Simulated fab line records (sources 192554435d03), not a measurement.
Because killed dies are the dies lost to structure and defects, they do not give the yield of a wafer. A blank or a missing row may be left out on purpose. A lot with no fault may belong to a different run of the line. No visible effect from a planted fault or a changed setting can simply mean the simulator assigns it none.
What tool caused it? ; flow n5Finfet ; 13 lots with 35 wafers sampled at 6 steps, on a route of 1938 steps

== WHAT EACH GAUGE READ, for each wafer ==
N5_BEOL_M13_THK_MEAS_01. Usual: for M13_ILD_THK the level is 839 nm and the standard deviation is 12.
lot;measured;on;M13_ILD_THK (nm);flag
L217;day 12 13:14;filmMetro-02;830 846 835;
L218;day 12 14:10;filmMetro-01;814 828 855;
L219;day 12 17:35;filmMetro-01;820 833 835;
L222;day 12 17:53;filmMetro-01;847 830;
L224;day 13 06:05;filmMetro-01;819 846 837;
L220;day 13 06:56;filmMetro-01;830 827 848;
L223;day 13 10:24;filmMetro-01;857 838;
L221;day 14 06:34;filmMetro-01;815 846 833;
L231;day 15 14:29;filmMetro-01;836 828 828;
L230;day 15 15:59;filmMetro-02;830 856 856;
L237;day 16 12:32;filmMetro-01;830 864;
L236;day 16 15:53;filmMetro-02;830 842;
L239;day 17 13:35;filmMetro-01;840 830 861;

N5_BEOL_M13_OVL_MEAS_11. Usual: for V12_OVL the level is 1 nm and the standard deviation is 4.8.
lot;measured;on;V12_OVL (nm);flag
L217;day 12 13:41;overlay-01;8 -1 5;
L218;day 12 14:37;overlay-02;-5 3 0;
L219;day 12 18:03;overlay-02;8 10 10;
L222;day 12 18:20;overlay-01;0 7;
L224;day 13 06:25;overlay-02;-7 -10 -6;
L220;day 13 07:16;overlay-02;1 -6 4;
L223;day 13 10:44;overlay-01;0 8;
L221;day 14 07:02;overlay-01;-2 -2 -5;
L231;day 15 14:56;overlay-02;-5 -4 -6;
L230;day 15 16:28;overlay-01;-2 -3 -2;
L237;day 16 12:52;overlay-01;1 1;
L236;day 16 16:13;overlay-02;2 0;
L239;day 17 13:55;overlay-02;1 6 -2;

N5_BEOL_M13_CD_MEAS_28 targets a cd of 209.5 nm. Usual: cdNm 210.0 nm, standard deviation 1.7.
lot;measured;on;cdNm (nm);flag
L217;day 12 14:37;cdSem-01;211.2 210.4 210.3;
L218;day 12 15:55;cdSem-02;210.5 211.1 211.8;
L219;day 12 19:13;cdSem-03;214.2 213.8 211.8;
L222;day 12 19:40;cdSem-02;209.9 211.1;
L224;day 13 07:20;cdSem-01;208.2 207.2 210.1;
L220;day 13 08:26;cdSem-02;210.1 209.5 210.8;
L223;day 13 12:33;cdSem-03;210.6 210.0;
L221;day 14 08:05;cdSem-02;209.5 211.5 209.7;
L231;day 15 15:52;cdSem-03;238.4 240.4 258.3;OFF
L230;day 15 17:23;cdSem-01;247.9 251.8 251.1;OFF
L237;day 16 14:11;cdSem-01;208.3 207.8;
L236;day 16 17:08;cdSem-03;210.1 206.6;
L239;day 17 15:22;cdSem-03;209.5 209.5 208.5;

N5_BEOL_M13_OVL_MEAS_29. Usual: for M13_OVL the level is 1 nm and the standard deviation is 6.1.
lot;measured;on;M13_OVL (nm);flag
L217;day 12 14:38;overlay-01;1 8 6;
L218;day 12 15:56;overlay-01;-7 5 1;
L219;day 12 19:15;overlay-02;-1 9 9;
L222;day 12 19:41;overlay-02;-6 2;
L224;day 13 07:22;overlay-02;12 8 10;
L220;day 13 08:28;overlay-01;3 6 2;
L223;day 13 12:35;overlay-02;6 15;
L221;day 14 08:07;overlay-02;-7 -7 -7;
L231;day 15 15:53;overlay-01;3 0 6;
L230;day 15 17:25;overlay-02;6 -1 4;
L237;day 16 14:13;overlay-01;-4 3;
L236;day 16 17:10;overlay-02;4 -6;
L239;day 17 15:23;overlay-02;-6 -3 0;

N5_BEOL_M15_RC_MEAS_101. Usual: COMB_M10 1.6e-11 S/m, standard deviation 3.6e-12; COMB_M11 1.5e-11 S/m, standard deviation 3e-12; COMB_M12 6.5e-12 S/m, standard deviation 1.3e-12; COMB_M14 3.5e-12 S/m, standard deviation 9.9e-13; COMB_M14_max_site 5.1e-12 S/m, standard deviation 1.4e-12; COMB_M15 2.5e-12 S/m, standard deviation 7.4e-13; COMB_M5 3.7e-11 S/m, standard deviation 7e-12; COMB_M6 2.5e-11 S/m, standard deviation 5e-12; COMB_M7 2.6e-11 S/m, standard deviation 5.2e-12; COMB_M7_max_site 3.6e-11 S/m, standard deviation 7.4e-12; COMB_M8 2.6e-11 S/m, standard deviation 5.4e-12; COMB_M9 1.5e-11 S/m, standard deviation 3.3e-12; SERP_M10 3.07 ohm/um, standard deviation 0.076; SERP_M11 3.10 ohm/um, standard deviation 0.095; SERP_M12 0.634 ohm/um, standard deviation 0.015; SERP_M13 0.308 ohm/um, standard deviation 0.0064; SERP_M13_max_site 0.312 ohm/um, standard deviation 0.0066; SERP_M14 0.160 ohm/um, standard deviation 0.0046; SERP_M5 39.4 ohm/um, standard deviation 1.9; SERP_M6 13.7 ohm/um, standard deviation 0.54; SERP_M6_max_site 14.3 ohm/um, standard deviation 0.62; SERP_M7 13.8 ohm/um, standard deviation 0.58; SERP_M8 13.8 ohm/um, standard deviation 0.5; SERP_M9 3.10 ohm/um, standard deviation 0.099.
lot;measured;on;COMB_M10 (S/m);COMB_M11 (S/m);COMB_M12 (S/m);COMB_M14 (S/m);COMB_M14_max_site (S/m);COMB_M15 (S/m);COMB_M5 (S/m);COMB_M6 (S/m);COMB_M7 (S/m);COMB_M7_max_site (S/m);COMB_M8 (S/m);COMB_M9 (S/m);SERP_M10 (ohm/um);SERP_M11 (ohm/um);SERP_M12 (ohm/um);SERP_M13 (ohm/um);SERP_M13_max_site (ohm/um);SERP_M14 (ohm/um);SERP_M5 (ohm/um);SERP_M6 (ohm/um);SERP_M6_max_site (ohm/um);SERP_M7 (ohm/um);SERP_M8 (ohm/um);SERP_M9 (ohm/um);flag
L217;day 13 13:29;prober-02;1.5e-11 1.1e-11 1.6e-11;1.3e-11 1.3e-11 1.4e-11;5.7e-12 6e-12 5.1e-12;3.1e-12 2.5e-12 3.6e-12;4.9e-12 3.4e-12 4.4e-12;2.5e-12 3.4e-12 1.6e-12;3.5e-11 4e-11 3.9e-11;2.5e-11 3e-11 2.6e-11;2.5e-11 2.7e-11 2e-11;4.9e-11 4.2e-11 3.2e-11;2.3e-11 2.6e-11 2.3e-11;1.2e-11 1.2e-11 1.8e-11;3.03 3.00 2.97;2.94 2.94 2.97;0.620 0.630 0.625;0.298 0.303 0.314;0.301 0.306 0.316;0.158 0.168 0.165;40.7 39.7 39.9;14.0 13.6 13.5;14.3 14.4 14.8;13.4 13.3 13.3;13.9 13.7 14.3;3.02 3.13 3.29;
L218;day 13 15:39;prober-02;1.5e-11 1.5e-11 1.4e-11;1.9e-11 1e-11 1.2e-11;7.1e-12 6.1e-12 7.9e-12;3.2e-12 2.2e-12 2.6e-12;4e-12 4.1e-12 3.5e-12;2.3e-12 2.1e-12 2e-12;3.2e-11 4e-11 3.2e-11;1.8e-11 2.9e-11 2.7e-11;1.8e-11 2.1e-11 2e-11;3.4e-11 3.6e-11 2.2e-11;2.9e-11 2.5e-11 2.6e-11;2.2e-11 1.9e-11 1.7e-11;3.04 3.03 3.17;3.17 3.07 3.10;0.650 0.642 0.642;0.313 0.308 0.309;0.316 0.311 0.312;0.164 0.165 0.157;42.8 40.3 39.2;13.0 13.9 13.8;13.3 14.7 14.4;13.4 13.3 14.7;13.9 12.8 14.0;3.07 3.03 3.01;
L219;day 13 16:06;prober-01;1.3e-11 1.8e-11 1.4e-11;1e-11 1.2e-11 1.2e-11;6.9e-12 7e-12 7.8e-12;5.5e-12 5e-12 4.1e-12;8.7e-12 7.7e-12 5.8e-12;3.2e-12 3.6e-12 3.3e-12;4.3e-11 4.2e-11 6e-11;1.6e-11 2.2e-11 2.3e-11;3e-11 2.7e-11 4.6e-11;3.4e-11 4.1e-11 5.4e-11;2.1e-11 2.3e-11 2.7e-11;1.5e-11 1.6e-11 1.4e-11;3.05 3.18 3.02;3.09 3.16 3.08;0.631 0.646 0.637;0.303 0.294 0.307;0.305 0.295 0.313;0.155 0.169 0.155;38.9 38.7 37.8;13.5 13.7 13.6;14.1 14.2 14.1;13.8 15.0 13.9;12.9 14.1 13.1;3.11 3.17 3.16;
L222;day 13 18:21;prober-01;1.3e-11 1.7e-11;1.8e-11 1.1e-11;7.4e-12 6.8e-12;4e-12 4.2e-12;5.2e-12 5e-12;2.9e-12 2.7e-12;4.1e-11 2.8e-11;2.4e-11 1.8e-11;3.3e-11 2.7e-11;4.1e-11 3.7e-11;2.9e-11 1.9e-11;1.5e-11 1.3e-11;2.98 3.04;3.11 3.09;0.626 0.635;0.302 0.311;0.305 0.314;0.156 0.156;37.9 39.7;13.8 14.0;14.2 14.9;13.6 14.8;13.8 13.5;3.13 3.13;
L224;day 14 07:55;prober-01;1.1e-11 1.5e-11 1.1e-11;1.6e-11 1.5e-11 1.7e-11;6.9e-12 6.1e-12 5e-12;4e-12 3.3e-12 4e-12;5.1e-12 4.2e-12 6e-12;2.5e-12 3e-12 4.2e-12;3.4e-11 3.9e-11 3.7e-11;3.3e-11 2.9e-11 2.7e-11;2.6e-11 2.1e-11 2.4e-11;3.6e-11 3.8e-11 3.2e-11;3.3e-11 2e-11 2.7e-11;1.7e-11 1.3e-11 9e-12;3.09 3.00 3.06;3.17 3.07 3.04;0.623 0.640 0.634;0.316 0.315 0.306;0.320 0.318 0.311;0.155 0.153 0.156;37.3 42.4 39.0;13.9 13.9 13.6;14.3 14.4 13.9;12.5 13.9 12.8;14.7 13.4 13.7;3.08 3.02 3.06;
L220;day 14 07:20;prober-02;1.5e-11 1.3e-11 2.3e-11;1.1e-11 1.4e-11 1.1e-11;4.8e-12 6.9e-12 6.4e-12;2.5e-12 1.9e-12 1.7e-12;4.9e-12 2.9e-12 3.9e-12;1.2e-12 2.3e-12 1.8e-12;3.4e-11 4e-11 3e-11;1.8e-11 1.3e-11 1.8e-11;2.8e-11 2.7e-11 4e-11;3.7e-11 3.1e-11 4.6e-11;1.4e-11 2e-11 2.2e-11;1.3e-11 1.7e-11 1.8e-11;3.01 3.17 3.07;3.11 3.10 3.14;0.628 0.637 0.632;0.303 0.302 0.300;0.304 0.306 0.303;0.161 0.160 0.163;39.0 42.3 38.4;14.6 14.1 14.7;15.1 14.8 14.9;14.1 13.7 14.9;13.5 14.4 13.7;3.05 3.06 2.99;
L223;day 14 18:19;prober-02;1.6e-11 2.1e-11;1.6e-11 1.3e-11;5.3e-12 5.4e-12;2e-12 3e-12;3.3e-12 4.6e-12;1.5e-12 1.5e-12;3.9e-11 3.4e-11;2.8e-11 1.8e-11;2.6e-11 2e-11;4.7e-11 2.6e-11;2.6e-11 2.8e-11;1.9e-11 1.3e-11;2.94 3.08;3.24 3.01;0.640 0.639;0.296 0.298;0.300 0.302;0.160 0.162;39.3 42.7;13.4 12.9;14.0 13.3;13.9 14.2;13.5 13.3;3.08 3.07;
L221;day 15 05:57;prober-02;9e-12 1.4e-11 1.4e-11;1.1e-11 1.3e-11 1.6e-11;5.9e-12 5.6e-12 7.1e-12;3.1e-12 2.7e-12 2e-12;4.8e-12 3.9e-12 2.8e-12;1.5e-12 2.4e-12 1.8e-12;4.3e-11 3.6e-11 3.2e-11;2.2e-11 2.2e-11 2e-11;3e-11 2.1e-11 3.1e-11;4.6e-11 3.6e-11 4.3e-11;2.2e-11 1.9e-11 1.4e-11;1.7e-11 1.4e-11 1.4e-11;3.12 2.97 3.13;2.94 3.04 2.91;0.651 0.640 0.640;0.307 0.304 0.310;0.310 0.305 0.315;0.155 0.157 0.154;40.9 40.0 38.1;13.6 13.5 12.9;14.1 14.1 13.5;13.8 13.5 13.9;14.0 14.4 13.8;3.19 3.04 3.16;
L231;day 16 12:22;prober-01;1.9e-11 1.7e-11;1.7e-11 1.4e-11;5.8e-12 5e-12;4e-12 2.7e-12;5.8e-12 4e-12;1.8e-12 2.8e-12;3.4e-11 2.8e-11;3e-11 2.5e-11;2.9e-11 2.2e-11;4.6e-11 3.4e-11;2.6e-11 2e-11;1.3e-11 1.8e-11;3.30 3.07;3.25 3.09;0.633 0.617;0.255 0.254;0.258 0.258;0.158 0.159;38.8 38.0;14.1 14.2;14.6 14.6;12.6 14.4;13.1 14.5;3.21 3.28;OFF
L237;day 17 09:50;prober-01;1.8e-11 1.4e-11;1.1e-11 1.6e-11;7e-12 6.6e-12;4.8e-12 5e-12;5.2e-12 5.6e-12;2.4e-12 3.4e-12;3.5e-11 2.8e-11;2.6e-11 3.5e-11;1.8e-11 2.8e-11;2.7e-11 3.1e-11;3.3e-11 1.9e-11;1.4e-11 1.5e-11;3.04 2.98;2.90 3.01;0.626 0.633;0.304 0.302;0.306 0.304;0.155 0.159;40.2 40.3;14.3 15.1;14.5 15.9;15.1 14.0;14.0 13.1;3.25 3.13;
L236;day 17 13:07;prober-02;8e-12 1e-11;1.3e-11 1.3e-11;6.8e-12 6.7e-12;2.9e-12 4.3e-12;6.7e-12 5.3e-12;2.2e-12 2.3e-12;3.6e-11 2.5e-11;3.2e-11 3.3e-11;1.8e-11 2.6e-11;4.2e-11 4e-11;3.3e-11 2.9e-11;1.7e-11 1.3e-11;2.96 2.94;3.10 3.05;0.637 0.662;0.301 0.324;0.302 0.328;0.154 0.157;38.0 36.8;14.4 14.1;14.9 14.6;14.1 13.9;13.3 13.6;3.14 3.08;
L239;day 18 12:57;prober-02;1.1e-11 1.4e-11 1.6e-11;1.9e-11 2e-11 1.7e-11;5.7e-12 6.7e-12 6.9e-12;3.9e-12 3.1e-12 3.2e-12;6.1e-12 5.1e-12 4.7e-12;3.7e-12 2.8e-12 2.9e-12;3.7e-11 3.1e-11 3.4e-11;2.5e-11 2e-11 2.2e-11;2.1e-11 2.7e-11 2.4e-11;3.1e-11 3.8e-11 4.8e-11;2.7e-11 2.4e-11 2.5e-11;1.1e-11 1.3e-11 1.1e-11;3.02 3.03 3.09;2.98 2.98 3.27;0.606 0.619 0.612;0.306 0.313 0.308;0.307 0.315 0.312;0.163 0.162 0.162;47.3 40.4 40.9;13.4 15.3 14.5;14.0 16.4 15.1;14.5 14.0 14.2;14.0 13.8 14.5;3.14 3.15 3.15;

== EACH LOT AND THE TOOL THAT RAN IT (in order: tool; ch and the chambers of the sampled wafers; start) ==
lot;N5_BEOL_M13_EXPOSE_25
L217;krfScanner-01 ch 0, day 12 14:26
L218;krfScanner-02 ch 0, day 12 15:44
L219;krfScanner-01 ch 0, day 12 19:03
L222;krfScanner-02 ch 0, day 12 19:29
L224;krfScanner-01 ch 0, day 13 07:10
L220;krfScanner-01 ch 0, day 13 08:16
L223;krfScanner-01 ch 0, day 13 12:24
L221;krfScanner-02 ch 0, day 14 07:54
L231;krfScanner-01 ch 0, day 15 15:41
L230;krfScanner-01 ch 0, day 15 17:13
L237;krfScanner-02 ch 0, day 16 14:01
L236;krfScanner-02 ch 0, day 16 16:58
L239;krfScanner-02 ch 0, day 17 15:11
- N5_BEOL_M13_EXPOSE_25: exposes mask M13, target cd 210 nm.

== WHAT THE TOOLS THEMSELVES READ (means of the sampled wafers that have a number; where no wafer has one, the mark that the record gives instead) ==
N5_BEOL_M13_EXPOSE_25. Usual: exposureDoseMJCm2 21.995, standard deviation 0.021.
lot;tool;exposureDoseMJCm2;flag
L217;krfScanner-01;21.991;
L218;krfScanner-02;21.986;
L219;krfScanner-01;21.996;
L222;krfScanner-02;22.005;
L224;krfScanner-01;21.985;
L220;krfScanner-01;22.003;
L223;krfScanner-01;22.003;
L221;krfScanner-02;21.978;
L231;krfScanner-01;20.400;OFF
L230;krfScanner-01;19.783;OFF
L237;krfScanner-02;22.017;
L236;krfScanner-02;21.982;
L239;krfScanner-02;22.012;

== THE ANSWER, worked out from the rows above alone ==
Rule: a lot counts as off when the mean over its wafers that have a number is more than 3 standard deviations away from the usual mean. Also off: a lot with no number at a reading for which 4 or more lots have one. The other lots that the step has rows for count as sound. First the gauges in route order, then the tools' own readings, where a lot's mean is used as printed above. The first step at which some lot is off is used, and at that step the reading that is off furthest; a lot without a number counts as furthest.
Off, at N5_BEOL_M13_CD_MEAS_28 on cdNm: L231, L230.
If a tool, at a process step before that reading, ran all the lots that are off and no sound lot after the first of them, it fits. Not tried: the gauges at N5_BEOL_M13_CD_MEAS_28; whatever is off there is also off at N5_BEOL_M13_EXPOSE_25, on other tools, and gauge error can't account for it. One candidate fits, namely krfScanner-01 at N5_BEOL_M13_EXPOSE_25. Its last sound lot is L223 (day 13 12:24), its first lot that is off L231 (day 15 15:41): a fault that began between those two fits.
On the lots that are off, the tool's own readings at N5_BEOL_M13_EXPOSE_25 differ by more than 5 times the standard deviation of the sound lots' means, which bears it out; exposureDoseMJCm2 reads 20.091 there versus 21.996 on the sound lots.

== WHAT THE SIMULATOR PUT IN ==
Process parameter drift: krfScanner-01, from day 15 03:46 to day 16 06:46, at N5_BEOL_M13_EXPOSE_25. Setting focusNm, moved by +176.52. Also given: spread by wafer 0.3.
Shown lots that were struck: L231, L230. Same finding as the rule above.
